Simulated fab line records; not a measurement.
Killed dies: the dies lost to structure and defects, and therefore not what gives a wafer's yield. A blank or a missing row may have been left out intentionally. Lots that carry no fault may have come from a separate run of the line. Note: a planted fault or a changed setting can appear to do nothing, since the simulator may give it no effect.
fab line records    flow n5-finfet
[record] lots = 7  wafers = 18  last-day = 19
route steps=1938 shown GATE_CUT@498 BEOL_M4@1111 PASSIVATION@1936
lots untouched by any fault: they come from a run of this same line in which no faults occurred
start-h: hours from the record's first day to the start of the lot's first wafer shown    wait-h: hours elapsed since this lot's preceding step    " identical to the entry in the row above    L1.1+2: one row covering several wafers at once    - no value present, or no start provided    * or withheld: withheld    < > ~ a bound
route shown NAME@n: a module of which the file shows steps, and the number in the route of the first    usual: mean/standard deviation taken from wafers without a fault    same: alike in all rows    chamber/n: place in a boat    sites: the reading at each site    _std_site: the standard deviation of these    _edge_site: inner sites' mean taken away from outer sites' mean    radius-mm: how far each site lies from the wafer's centre    mask NAME#n: copy n    behind: the most recent tool/chamber to have shaped the wafer    hold: why the lot was held/for how many hours/how that ended    device: whichever transistor did not switch (one of n, p or np)    end of line: tests of these same wafers at the route's end    step lacking rows: just its recipe    killed: not the wafer's yield, but the dies lost to structure and defects at the first sort    map: dies across one wafer; x = killed, . = not, _ = none there
set.NAME: setting as actually run; set.NAME@STEP: the setting as run at that earlier step    model.NAME: the simulator's own value behind a step, which no gauge read
a table for each step, a row for each wafer; lots at some steps of the route
services: the hour from which a tool's chamber was out of use, counted from the record's first day as start-h (under 0 if before that day), plus the number of hours and why
[[steps]]
[step N5_GATE_CUT_STRIP_42]
[recipe] chemistry = O2  power-w = 400  temp-c = 40  pressure-mtorr = 30  rf-frequency-hz = 6e+07  bias-power-w = 0  overash-fraction = 0.3  o2-flow-sccm = 225
[step N5_GATE_CUT_ETCH_19]
[recipe] chemistry = CH3F/O2  target = SiNx  mask-material = SiO2  target-depth-a = 537  time-s = 76.7  pressure-mtorr = 30  source-w = 395  bias-w = 73  Ar_flow_sccm = 150  CH3F_flow_sccm = 30  O2_flow_sccm = 20  ion-energy-ev = 120  ends = cleared
[usual] O2_flow_sccm = 20.00/0.053  drypump-motor-current-A = 5.75/0.28  etch-rf-on-time-s = 77.4/1.7  oes-product-au = 0.67/0.059  rf-vpp-V = 295/5.7  showerhead-plenum-p-Torr = 1.99/0.07  throttle-valve-pct = 16.32/0.26
lot.wafer  tool         chamber  start-h  wait-h  O2_flow_sccm  drypump-motor-current-A  etch-rf-on-time-s  oes-product-au  rf-hours-counter-h  rf-vpp-V  showerhead-plenum-p-Torr  throttle-valve-pct
L234.2     rie-diel-05  0        106.17   0.0     19.98         5.77                     78.5               0.64            162                 293       1.99                      16.38
L234.3     "            2        "        "       20.05         5.63                     80.9               0.60            211                 290       1.98                      16.70
L234.4     "            3        "        "       20.02         5.74                     75.3               0.74            64                  300       1.94                      15.92
L237.4     rie-diel-06  2        120.61   0.0     20.13         6.01                     77.2               0.65            108                 288       1.92                      16.29
L237.6     "            1        "        "       19.98         6.23                     74.9               0.64            -                   286       1.90                      16.13
L239.3     rie-diel-01  3        130.34   0.0     20.08         5.85                     76.9               0.59            250                 286       2.05                      16.36
L239.6     "            0        "        "       20.04         5.67                     77.2               0.73            -                   294       1.96                      15.90
L240.3     rie-diel-06  3        131.84   0.0     19.99         5.41                     77.5               0.73            34                  301       2.13                      16.34
L240.4     "            0        "        "       19.99         5.88                     76.6               0.65            134                 302       2.10                      16.43
L240.6     "            3        "        "       19.99         5.40                     76.7               0.73            -                   299       2.13                      16.32
L248.3     rie-diel-01  1        181.80   0.0     20.01         6.09                     75.4               0.72            67                  302       2.04                      16.41
L248.5     "            1        "        "       20.01         6.12                     75.1               0.72            -                   304       2.04                      16.40
L248.6     "            0        "        "       20.03         5.67                     77.6               0.71            -                   294       1.96                      15.91
L252.3     rie-diel-05  2        207.03   0.0     19.99         5.68                     82.3               0.57            238                 289       1.97                      16.76
L252.4     "            1        "        "       19.99         5.18                     79.8               0.61            181                 299       1.90                      16.60
L252.6     "            0        "        "       20.01         5.77                     80.2               0.61            -                   292       1.98                      16.45
L255.2     rie-diel-01  1        224.32   0.0     20.04         6.14                     77.0               0.70            82                  302       2.04                      16.42
L255.6     "            3        "        "       19.95         5.87                     75.9               0.79            -                   286       2.05                      15.96
[step N5_GATE_CUT_CUT_ETCH_53]
[recipe] chemistry = SF6/Cl2  target = W  mask-material = SiO2  target-depth-a = 792  pressure-mtorr = 8  icp-w = 900  bias-w = 80  SF6_flow_sccm = 40  Cl2_flow_sccm = 60  ends = cleared
[usual] drypump-motor-current-A = 5.6/0.4  etch-rf-on-time-s = 26.9/1.1  oes-product-au = 0.65/0.11  throttle-valve-pct = 29.2/0.32
lot.wafer  tool          chamber  start-h  wait-h  drypump-motor-current-A  etch-rf-on-time-s  oes-product-au  rf-hours-counter-h  throttle-valve-pct
L234.2     rie-metal-01  0        106.30   0.1     5.6                      26.8               0.77            -                   28.9
L234.3     "             0        "        "       5.6                      26.8               0.78            -                   28.9
L234.4     "             0        "        "       5.6                      26.7               0.78            -                   28.9
L237.4     rie-metal-02  1        120.73   0.1     4.8                      26.0               0.63            -                   29.5
L237.6     "             1        "        "       4.8                      25.8               0.63            -                   29.5
L239.3     rie-metal-01  0        130.47   0.1     5.6                      26.9               0.77            -                   28.9
L239.6     "             1        "        "       6.1                      28.3               0.84            -                   29.0
L240.3     rie-metal-03  1        131.97   0.1     5.7                      28.6               0.53            -                   29.1
L240.4     "             0        "        "       5.8                      25.7               0.53            -                   28.9
L240.6     "             0        "        "       5.8                      26.0               0.53            -                   28.8
L248.3     rie-metal-02  0        181.93   0.1     5.8                      25.9               0.57            -                   29.7
L248.5     "             1        "        "       4.8                      25.5               0.63            -                   29.5
L248.6     "             0        "        "       5.8                      25.6               0.58            -                   29.7
L252.3     rie-metal-02  0        207.16   0.1     5.8                      26.1               0.57            -                   29.7
L252.4     "             1        "        "       4.8                      25.6               0.62            -                   29.5
L252.6     "             0        "        "       5.8                      26.1               0.57            -                   29.8
L255.2     rie-metal-01  0        224.43   0.1     5.5                      26.8               0.72            20                  29.0
L255.6     "             1        "        "       6.0                      28.6               0.77            -                   29.0
[step N5_GATE_CUT_CUT_ETCH_54]
[recipe] chemistry = Cl2/BCl3  target = TiN  mask-material = SiO2  target-depth-a = 967  pressure-mtorr = 10  icp-w = 1000  bias-w = 126  Cl2_flow_sccm = 53.25  bcl3-flow-sccm = 21.75  Ar_flow_sccm = 25  ends = cleared
[step N5_GATE_CUT_CUT_ETCH_55]
[recipe] chemistry = BCl3  target = HfO2  mask-material = SiO2  target-depth-a = 32  ion-energy-ev = 30  pressure-mtorr = 5  icp-w = 450  bias-w = 18  bcl3-flow-sccm = 80
[usual] drypump-motor-current-A = 5.6/0.4  oes-product-au = 0.73/0.13  throttle-valve-pct = 33.4/0.49
lot.wafer  tool          chamber  start-h  wait-h  drypump-motor-current-A  oes-product-au  rf-hours-counter-h  throttle-valve-pct
L234.2     rie-metal-01  0        106.53   0.1     5.6                      0.87            -                   32.9
L234.3     "             0        "        "       5.6                      0.86            -                   32.9
L234.4     "             0        "        "       5.6                      0.87            -                   32.9
L237.4     rie-metal-02  1        120.84   0.0     4.7                      0.69            -                   33.9
L237.6     "             1        "        "       4.8                      0.69            -                   33.9
L239.3     rie-metal-01  0        130.58   0.0     5.6                      0.85            -                   32.9
L239.6     "             1        "        "       6.1                      0.96            -                   33.3
L240.3     rie-metal-03  1        132.08   0.0     5.7                      0.61            -                   33.2
L240.4     "             0        "        "       5.7                      0.58            -                   32.6
L240.6     "             0        "        "       5.7                      0.58            -                   32.6
L248.3     rie-metal-02  0        182.04   0.0     5.8                      0.65            -                   34.1
L248.5     "             1        "        "       4.8                      0.69            -                   33.9
L248.6     "             0        "        "       5.8                      0.64            -                   34.0
L252.3     rie-metal-02  0        207.27   0.0     5.8                      0.64            -                   34.1
L252.4     "             1        "        "       4.8                      0.69            -                   33.9
L252.6     "             0        "        "       5.8                      0.65            -                   34.1
L255.2     rie-metal-01  0        224.55   0.0     5.6                      0.81            21                  32.9
L255.6     "             1        "        "       6.0                      0.88            -                   33.3
[step N5_GATE_CUT_ETCH_47]
[recipe] chemistry = Cl2/BCl3  target = SiO2  target-depth-a = 100  pressure-mtorr = 10  icp-w = 1000  bias-w = 126  Cl2_flow_sccm = 53.25  bcl3-flow-sccm = 21.75  Ar_flow_sccm = 25
[step N5_GATE_CUT_VAPOR_ETCH_48]
[recipe] chemistry = BCl3/Cl2  target = TiN  mode = isotropic
[step N5_GATE_CUT_VAPOR_ETCH_49]
[recipe] chemistry = BCl3/Cl2  target = TiAlC  mode = isotropic
[usual] drypump-motor-current-A = 5.6/0.4  oes-product-au = 0.73/0.13
lot.wafer  tool          chamber  start-h  wait-h  drypump-motor-current-A  oes-product-au
L234.2     rie-metal-01  0        106.71   0.1     5.5                      0.89
L234.3     "             0        "        "       5.5                      0.87
L234.4     "             0        "        "       5.5                      0.88
L237.4     rie-metal-02  1        120.93   0.0     4.8                      0.69
L237.6     "             1        "        "       4.8                      0.70
L239.3     rie-metal-01  0        130.67   0.0     5.6                      0.87
L239.6     "             1        "        "       6.0                      0.96
L240.3     rie-metal-03  1        132.17   0.0     5.7                      0.61
L240.4     "             0        "        "       5.7                      0.57
L240.6     "             0        "        "       5.7                      0.57
L248.3     rie-metal-02  0        182.13   0.0     5.8                      0.64
L248.5     "             1        "        "       4.8                      0.68
L248.6     "             0        "        "       5.8                      0.64
L252.3     rie-metal-02  0        207.36   0.0     5.8                      0.64
L252.4     "             1        "        "       4.8                      0.68
L252.6     "             0        "        "       5.8                      0.64
L255.2     rie-metal-01  0        224.64   0.0     5.6                      0.84
L255.6     "             1        "        "       6.1                      0.88
[step N5_GATE_CUT_VAPOR_ETCH_51]
[recipe] chemistry = BCl3/Cl2  target = HfO2  mode = isotropic
[step N5_GATE_CUT_STRIP_21]
[recipe] chemistry = N2/H2  time-s = 30  power-w = 1000  temp-c = 250  pressure-mtorr = withheld  n2-flow-sccm = 1750  h2-flow-sccm = 3250
[usual] drypump-motor-current-A = 5.8/0.36  heater-power-w = 326/24
lot.wafer  tool             chamber  start-h  wait-h  drypump-motor-current-A  heater-power-w  rf-hours-counter-h
L234.2     plasma-asher-02  0        106.84   0.1     6.0                      363             44
L234.3     "                0        "        "       6.0                      357             -
L234.4     "                1        "        "       5.5                      307             -
L237.4     plasma-asher-01  1        121.03   0.1     5.4                      342             -
L237.6     "                1        "        "       5.4                      339             -
L239.3     plasma-asher-02  1        130.76   0.1     5.6                      306             -
L239.6     "                0        "        "       6.0                      369             -
L240.3     plasma-asher-02  1        132.26   0.1     5.5                      307             -
L240.4     "                0        "        "       6.0                      360             -
L240.6     "                0        "        "       6.1                      358             -
L248.3     plasma-asher-02  0        182.22   0.1     6.0                      365             -
L248.5     "                0        "        "       6.1                      360             -
L248.6     "                1        "        "       5.5                      297             -
L252.3     plasma-asher-01  1        207.45   0.1     5.3                      329             -
L252.4     "                0        "        "       6.2                      311             -
L252.6     "                0        "        "       6.2                      304             -
L255.2     plasma-asher-01  0        224.72   0.0     6.1                      301             113
L255.6     "                0        "        "       6.2                      309             -
[step N5_GATE_CUT_STRIP_29]
[recipe] chemistry = post-etch-residue-remover  time-s = 60  temp-c = 25  remover-ph = withheld  remover-water-wt-pct = withheld  remover-fluoride-wt-pct = withheld
[step N5_GATE_CUT_SRD_52]
[recipe] dry = ipa-marangoni  time-s = 30  temp-c = 23  rinse-liquid = diw
[step N5_GATE_CUT_ALD_22]
[recipe] material = SiNx  target-thk-a = 160  temp-c = 400  ald-precursor-family = SiH2I2  ald-co-reactant = N2/H2-plasma  pulse-time-s = 1  ald-cycles = 320  purge-time-s = 2  co-reactant-purge-time-s = 2  pressure-torr = 2
[usual] ald-cycles = 320/0  heater-power-w = 811/50  precursor-pulse-height-rel = 0.997/0.019
lot.wafer  tool        chamber  start-h  wait-h  ald-cycles  heater-power-w  precursor-pulse-height-rel  model.SiNx_of_GATE_CUT_ALD_22.thk-nm
L234.2     ald-sin-03  2        107.00   0.0     320         829             1.006                       16
L234.3     "           1        "        "       320         815             0.971                       16
L234.4     "           0        "        "       320         770             0.979                       16
L237.4     ald-sin-03  3        121.89   0.8     320         717             0.973                       16
L237.6     "           2        "        "       108         833             0.966                       5.6
L239.3     ald-sin-03  0        130.90   0.0     320         781             0.984                       16
L239.6     "           3        "        "       108         712             0.991                       5.4
L240.3     ald-sin-03  0        132.39   0.0     320         791             1.004                       16.2
L240.4     "           0        "        "       320         797             0.979                       16
L240.6     "           2        "        "       108         812             1.005                       5.6
L248.3     ald-sin-01  2        182.36   0.0     320         806             0.985                       16
L248.5     "           0        "        "       320         780             0.994                       16
L248.6     "           1        "        "       320         817             0.986                       16
L252.3     ald-sin-02  3        207.65   0.1     320         889             1.000                       16
L252.4     "           1        "        "       320         802             1.002                       16.2
L252.6     "           0        "        "       320         783             0.985                       16
L255.2     ald-sin-01  1        224.87   0.0     320         826             0.976                       16.2
L255.6     "           1        "        "       320         842             1.022                       16.2
[step N5_GATE_CUT_CMP_23]
[recipe] stop-on = SiO2  t-overpolish-s = 23.4  post-cmp-clean = alkaline-brush  down-force-psi = 2.5  platen-rpm = 51.8  pad-velocity-m-s = 1.0307  target-thk-nm = 16
[usual] motor-current-A = 9.4/1  time-to-endpoint-s = 20.1/2.9
lot.wafer  tool    chamber  start-h  wait-h  motor-current-A  time-to-endpoint-s
L234.2     cmp-02  3        108.49   0.8     10.0             18.5
L234.3     "       0        "        "       11.4             20.1
L234.4     "       1        "        "       8.5              20.0
L237.4     cmp-02  0        122.65   0.0     11.2             24.1
L237.6     "       1        "        "       8.4              9.5
L239.3     cmp-02  1        132.46   0.8     8.3              19.7
L239.6     "       0        "        "       10.8             5.0
L240.3     cmp-01  0        133.88   0.8     8.7              20.3
L240.4     "       2        "        "       10.0             17.5
L240.6     "       0        "        "       8.5              6.2
L248.3     cmp-01  3        183.85   0.8     9.4              16.9
L248.5     "       3        "        "       9.9              15.3
L248.6     "       0        "        "       8.5              21.4
L252.3     cmp-03  2        209.14   0.8     8.5              20.1
L252.4     "       3        "        "       8.8              19.3
L252.6     "       3        "        "       8.3              18.4
L255.2     cmp-02  3        226.44   0.8     9.7              23.7
L255.6     "       2        "        "       7.3              20.6
[step N5_GATE_CUT_THK_MEAS_24]
[recipe] reads = SiO2_of_GATE_CUT_HM_DEP_46+SiO2_flowable_of_ILD0_FCVD_FILL_01
[usual] GC_FILL_THK = 221.5/2.3
lot.wafer  tool           chamber  start-h  wait-h  GC_FILL_THK[nm]
L234.2     film-metro-02  -        108.78   -       217.0
L234.3     "              -        "        "       215.7
L234.4     "              -        "        "       220.5
L237.4     film-metro-01  -        122.95   -       222.9
L237.6     "              -        "        "       225.0
L239.3     film-metro-01  -        132.68   -       220.5
L239.6     "              -        "        "       219.5
L240.3     film-metro-01  -        134.18   -       223.3
L240.4     "              -        "        "       226.6
L240.6     "              -        "        "       225.0
L248.3     film-metro-01  -        184.14   -       219.3
L248.5     "              -        "        "       220.0
L248.6     "              -        "        "       221.3
L252.3     film-metro-02  -        209.43   -       221.1
L252.4     "              -        "        "       221.8
L252.6     "              -        "        "       222.8
L255.2     film-metro-02  -        226.66   -       219.8
L255.6     "              -        "        "       224.4
[step N5_BEOL_M4_RC_MEAS_101]
[usual] DIBL_N = 36.4/2.2  DIBL_P = 36.3/2.5  IOFF_N = 0.17/0.052  IOFF_P = 0.23/0.049  ION_N = 674/17  ION_P = 464/11  SS_N = 71.7/0.98  SS_P = 73.3/0.84  VT_N = 250/4  VT_P = -249/3.8
lot.wafer  tool       chamber  start-h  wait-h  DIBL_N[mV/V]  DIBL_P[mV/V]  IOFF_N[nA/um]  IOFF_P[nA/um]  ION_N[uA/um]  ION_P[uA/um]  SS_N[mV/dec]  SS_P[mV/dec]  VT_N[mV]  VT_P[mV]
L234.2     prober-02  0        239.26   0.2     34.5          34.2          0.13           0.23           663           465           70.9          72.4          255       -247
L234.3     "          0        "        "       34.0          33.9          0.13           0.22           672           474           71.0          72.7          252       -245
L234.4     "          0        "        "       36.7          36.8          0.16           0.26           677           474           72.3          73.2          250       -245
L239.3     prober-02  0        247.80   0.3     41.4          42.8          0.30           0.32           691           464           72.2          74.5          243       -245
L239.6     "          0        "        "       37.7          37.5          0.19           0.22           685           466           71.6          74.1          249       -251
L237.4     prober-01  0        257.26   0.5     40.3          39.7          0.26           0.33           699           481           72.8          74.5          240       -241
L237.6     "          0        "        "       33.4          32.1          0.11           0.19           649           457           71.4          72.6          256       -249
L240.3     prober-01  0        259.48   0.3     36.0          36.1          0.16           0.20           657           451           72.4          73.3          253       -253
L240.4     "          0        "        "       39.6          40.9          0.24           0.30           676           464           73.6          74.6          248       -246
L240.6     "          0        "        "       37.6          39.2          0.21           0.27           695           474           73.0          74.0          246       -244
L248.3     prober-01  0        322.15   0.3     34.0          33.9          0.12           0.18           669           465           70.6          73.1          255       -248
L248.5     "          0        "        "       34.6          34.0          0.13           0.17           677           464           70.9          73.3          253       -250
L248.6     "          0        "        "       42.9          38.9          0.49           0.29           666           452           78.0          74.8          246       -245
L252.3     prober-01  0        326.68   0.3     34.3          34.1          0.14           0.18           657           455           71.7          72.6          250       -248
L252.4     "          0        "        "       36.2          37.5          0.18           0.24           682           471           70.9          72.9          243       -247
L252.6     "          0        "        "       36.1          37.1          0.17           0.22           681           469           71.4          73.1          248       -248
L255.2     prober-01  0        349.62   0.9     37.3          37.8          0.17           0.24           683           472           71.9          73.3          250       -249
L255.6     "          0        "        "       33.2          32.8          0.11           0.17           648           457           71.4          71.8          254       -253
[step N5_PASSIVATION_PROBE_49]
[usual] defect-limited-yield = 91.2/1.4  killed_at_M0_to_M3 = 34/9.3  killed_at_M4_up = 14/5.9  killed-at-contacts = 14/5.7  killed-at-front-end = 38/10  killed-at-other = 4/3.2  killed-dies = 104/17  killed-on-rim = 14/4  killed-open = 67/13  killed-short = 33/6.9  sort_bin_4_leakage = 0/3.6  sort_bin_5_function = 5.2/1  sort_bin_6_memory = 3.3/0.61  sort-n-pass = 1069/52  sort-yield-pct = 91/4.4
[same] gross-dies = 1180  killed-at-back-side = 0  sort_bin_8_speed[%] = 0
lot.wafer  tool       chamber  start-h  wait-h  defect-limited-yield[%]  killed_at_M0_to_M3  killed_at_M4_up  killed-at-contacts  killed-at-front-end  killed-at-other  killed-dies  killed-on-rim  killed-open  killed-short  sort_bin_4_leakage[%]  sort_bin_5_function[%]  sort_bin_6_memory[%]  sort-n-pass  sort-yield-pct[%]
L234.2     prober-02  -        349.79   0.8     90.7                     32                  20               11                  44                   3                110          12             65           44            0                      5.0                     4.0                   1070         91
L234.3     prober-02  -        349.84   0.9     89.2                     42                  11               16                  58                   0                127          16             92           31            0                      6.4                     4.2                   1053         89
L234.4     prober-02  -        349.89   0.9     90.0                     33                  11               29                  38                   7                118          20             77           38            0                      6.6                     3.2                   1062         90
L237.4     prober-01  -        363.36   0.2     89.5                     44                  16               13                  45                   6                124          20             83           29            0                      5.9                     3.9                   1056         89
L237.6     prober-01  -        363.46   0.3     88.7                     33                  30               21                  43                   6                133          19             93           32            0                      7.0                     4.1                   1047         89
L240.3     prober-01  -        372.05   0.1     90.6                     46                  15               12                  31                   7                111          16             73           32            0                      5.4                     4.0                   1069         91
L240.4     prober-01  -        372.10   0.2     89.2                     40                  20               6                   57                   5                128          24             76           29            0                      6.6                     4.0                   1052         89
L240.6     prober-01  -        372.20   0.3     93.5                     21                  13               5                   36                   2                77           8              42           30            0                      2.9                     3.3                   1103         93
L248.3     prober-02  -        428.46   0.1     88.7                     38                  2                17                  69                   7                133          17             83           40            0                      7.7                     3.5                   1047         89
L248.5     prober-02  -        428.56   0.2     90.3                     31                  7                8                   64                   4                114          13             75           37            0                      5.3                     3.9                   1066         90
L248.6     prober-02  -        428.61   0.3     89.5                     38                  15               13                  56                   2                124          16             68           52            39                     5.8                     4.0                   592          50
L255.2     prober-01  -        461.59   0.7     90.0                     43                  14               13                  41                   7                118          23             81           37            0                      6.3                     3.5                   1062         90
L255.6     prober-01  -        461.79   0.9     90.8                     53                  12               5                   37                   2                109          14             70           33            0                      5.8                     3.0                   1071         91
// killed by level:class
L234.2 FIN_SAQP:geometric-particle:short=12 FIN_SAQP:geometric-particle:open=11 BEOL_M0_SAQP:geometric-particle:short=9 BEOL_M4:geometric-particle:open=7 MOL_CONTACT_COAG:geometric-particle:open=6 MOL_CONTACT_COAG:geometric-particle:short=5 BEOL_M0:geometric-particle:open=5 BEOL_M2:geometric-particle:open=5
L234.3 FIN_SAQP:geometric-particle:open=23 MOL_CONTACT_COAG:geometric-particle:open=15 BEOL_M0_SAQP:geometric-particle:open=12 FIN_SAQP:geometric-particle:short=10 STI_FIN_REVEAL:geometric-particle:open=7 BEOL_M3:geometric-particle:open=7 BEOL_M0_SAQP:geometric-particle:short=6 BEOL_M0:geometric-particle:open=5
L234.4 MOL_CONTACT_COAG:geometric-particle:open=28 BEOL_M0_SAQP:geometric-particle:short=14 FIN_SAQP:geometric-particle:open=12 BEOL_M0_SAQP:geometric-particle:open=6 FIN_SAQP:geometric-particle:short=5 DUMMY_GATE:geometric-particle:open=4 STARTING-WAFER:geometric-particle:short=4 ILD0:geometric-particle:short=3
L237.4 BEOL_M2:geometric-particle:open=15 BEOL_M3:geometric-particle:open=11 MOL_CONTACT_COAG:geometric-particle:open=10 FIN_SAQP:geometric-particle:open=8 BEOL_M4:geometric-particle:open=8 STI_FIN_REVEAL:geometric-particle:open=7 FIN_SAQP:geometric-particle:short=5 BEOL_M1:geometric-particle:open=5
L237.6 MOL_CONTACT_COAG:geometric-particle:open=16 BEOL_M4:geometric-particle:open=16 FIN_SAQP:geometric-particle:open=9 STI_FIN_REVEAL:geometric-particle:open=9 BEOL_M0_SAQP:geometric-particle:open=9 BEOL_M2:geometric-particle:open=6 BEOL_M3:geometric-particle:short=6 GATE_CUT:geometric-particle:short=4
L240.3 BEOL_M0_SAQP:geometric-particle:open=14 BEOL_M3:geometric-particle:open=10 MOL_CONTACT_COAG:geometric-particle:open=8 BEOL_M0_SAQP:geometric-particle:short=7 FIN_SAQP:geometric-particle:open=6 FIN_SAQP:geometric-particle:short=6 DUMMY_GATE:geometric-particle:open=5 BEOL_M1:geometric-particle:open=5
L240.4 SD_EPI_N:area-etch=18 BEOL_M0_SAQP:geometric-particle:open=13 BEOL_M0_SAQP:geometric-particle:short=11 DUMMY_GATE:geometric-particle:open=10 FIN_SAQP:geometric-particle:open=9 BEOL_M1:geometric-particle:open=6 STI_FIN_REVEAL:geometric-particle:open=5 BEOL_M7:geometric-particle:open=5
L240.6 DUMMY_GATE:geometric-particle:open=7 FIN_SAQP:geometric-particle:short=6 STI_FIN_REVEAL:geometric-particle:open=6 BEOL_M0_SAQP:geometric-particle:open=6 BEOL_M0_SAQP:geometric-particle:short=5 FIN_SAQP:geometric-particle:open=4 STARTING-WAFER:geometric-particle:short=4 SDB:geometric-particle:short=3
L248.3 STI_FIN_REVEAL:geometric-particle:open=26 BEOL_M0_SAQP:geometric-particle:short=12 BEOL_M0_SAQP:geometric-particle:open=10 FIN_SAQP:geometric-particle:open=8 BEOL_M2:geometric-particle:open=8 MOL_CONTACT_COAG:area-etch=8 MOL_CONTACT_COAG:geometric-particle:open=7 GATE_CUT:geometric-particle:open=5
L248.5 STI_FIN_REVEAL:geometric-particle:open=19 FIN_SAQP:geometric-particle:short=9 STI_FIN_REVEAL:geometric-particle:short=8 BEOL_M1:geometric-particle:open=8 BEOL_M2:geometric-particle:open=8 FIN_SAQP:geometric-particle:open=6 MOL_CONTACT_COAG:geometric-particle:open=5 BEOL_M0_SAQP:geometric-particle:short=4
L248.6 STI_FIN_REVEAL:geometric-particle:open=21 BEOL_M0_SAQP:geometric-particle:short=13 FIN_SAQP:geometric-particle:short=12 GATE_CUT:geometric-particle:short=11 BEOL_M0_SAQP:geometric-particle:open=9 MOL_CONTACT_COAG:geometric-particle:open=8 FIN_SAQP:geometric-particle:open=6 BEOL_M1:geometric-particle:open=5
L255.2 FIN_SAQP:geometric-particle:open=16 BEOL_M3:geometric-particle:open=13 MOL_CONTACT_COAG:geometric-particle:open=9 BEOL_M0_SAQP:geometric-particle:open=9 BEOL_M0_SAQP:geometric-particle:short=8 FIN_SAQP:geometric-particle:short=6 BEOL_M2:geometric-particle:open=5 STI_FIN_REVEAL:geometric-particle:open=4
L255.6 BEOL_M3:geometric-particle:open=16 BEOL_M0_SAQP:geometric-particle:open=14 BEOL_M0_SAQP:geometric-particle:short=11 BEOL_M4:geometric-particle:open=7 MOL_CONTACT_COAG:geometric-particle:open=5 FIN_SAQP:geometric-particle:short=4 FIN_SAQP:geometric-particle:open=4 ILD0:geometric-particle:short=4
[[services]]
tool             chamber  start-h  hours  kind
rie-diel-05      2        86.52    6.5    repair
cmp-02           -        86.64    2.0    repair
cmp-02           -        100.03   4.0    pm
cmp-02           -        113.68   0.5    repair
ald-sin-03       1        118.42   19.7   repair
ald-sin-03       -        125.02   0.2    repair
rie-diel-06      -        132.24   0.2    repair
rie-diel-01      2        137.63   13.2   repair
ald-sin-03       -        144.13   2.8    pm
rie-metal-02     -        144.65   0.8    repair
rie-diel-01      3        145.39   3.7    repair
cmp-02           -        151.06   3.3    repair
ald-sin-03       -        159.04   6.0    pm
rie-diel-05      3        162.96   6.1    repair
plasma-asher-01  -        171.51   4.3    repair
rie-diel-05      2        176.92   13.9   repair
rie-diel-01      3        191.61   6.5    repair
cmp-02           -        198.67   9.0    repair
rie-metal-02     -        204.99   0.6    repair
cmp-02           -        213.11   2.2    repair
cmp-01           -        216.58   4.6    pm
rie-metal-01     -        219.62   2.8    pm
cmp-02           -        224.69   1.6    repair
rie-diel-01      1        226.27   14.9   repair
[[key]]
[first-sign] step = N5_GATE_CUT_ALD_22  reading = ald-cycles  direction = down  sigmas = 99+  usual = *  struck = *
[effect] step = N5_GATE_CUT_CMP_23  reading = time-to-endpoint-s  direction = down  sigmas = 4.5  usual = *  struck = *
[model-effect] step = N5_GATE_CUT_ALD_22  value = SiNx_of_GATE_CUT_ALD_22.thk-nm  without = 16.13  struck = 5.533
met-at N5_GATE_CUT_ALD_22
struck-wafers L237.6,L239.6,L240.6
[baseline-loss] step = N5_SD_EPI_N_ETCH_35  wafers = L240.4
onset-between 107.00 121.89
[fault] kind = process-parameter-drift  tool = ald-sin-03  chamber = -  onset-h = 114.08  steps = N5_GATE_CUT_ALD_22  channel = ald-cycles  offset = *  shape = step  end-h = 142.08  scope = struck-wafers-only  acts-in = *  stated = *
// baseline-loss: these wafers lose ten dies or more at that step, a loss of the line's own and not of a fault; the sort's usual values leave them out
